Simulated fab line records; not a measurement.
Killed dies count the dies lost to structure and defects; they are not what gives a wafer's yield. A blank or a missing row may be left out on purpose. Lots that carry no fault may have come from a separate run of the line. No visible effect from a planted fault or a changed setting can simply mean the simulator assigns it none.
Matching of chambers | flow n5 finfet | N5_BEOL_M2_ALD_98 on ald sin-03: 4 sister chambers
The step deposits SiO2, target thk 2.5 nm, pulse time 1 s, co reactant pulse time 1 s. 4 wafers are shown with their chamber, then 12 later ones without.

WAFERS WITH THEIR CHAMBER
wafer  | chamber | heater power w (W)
L084.3 | 2       | 64
L085.1 | 3       | 81
L085.2 | 1       | 93
L085.3 | 0       | 72

WAFERS WHOSE CHAMBER IS MISSING
wafer  | heater power w (W)
L087.1 | 70
L087.5 | 82
L087.6 | 65
L093.2 | 71
L093.5 | 71
L093.6 | 94
L096.1 | 93
L096.2 | 81
L096.5 | 65
L097.1 | 80
L097.2 | 70
L097.5 | 68

CHAMBER TAKEN BY EACH
wafer  | from the rows above     | in truth
L087.1 | 0                       | 0
L087.5 | 3                       | 3
L087.6 | 2                       | 2
L093.2 | 0                       | 0
L093.5 | 0                       | 0
L093.6 | 1                       | 1
L096.1 | 1                       | 1
L096.2 | 3                       | 3
L096.5 | 2                       | 2
L097.1 | 3                       | 3
L097.2 | 0                       | 0
L097.5 | can't be placed: 0 or 2 | 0
Placed correctly: 11 of 12. These rows do not allow placing 1 (true chamber among the candidates in 1). Number placed wrongly: 0.
How it was worked out, from the rows above alone: a wafer's distance from a chamber is the root of the sum, over the readings, of the square of ((its reading less the chamber's mean) divided by the reading's scatter). If the next closest chamber is less than 2 further off than the closest, the wafer can't be placed; otherwise it belongs to the closest. For every chamber, the mean is computed from those of its wafers that are shown. The scatter: root of mean squared gap, hidden wafer to nearest shown wafer, with one shown wafer a chamber.
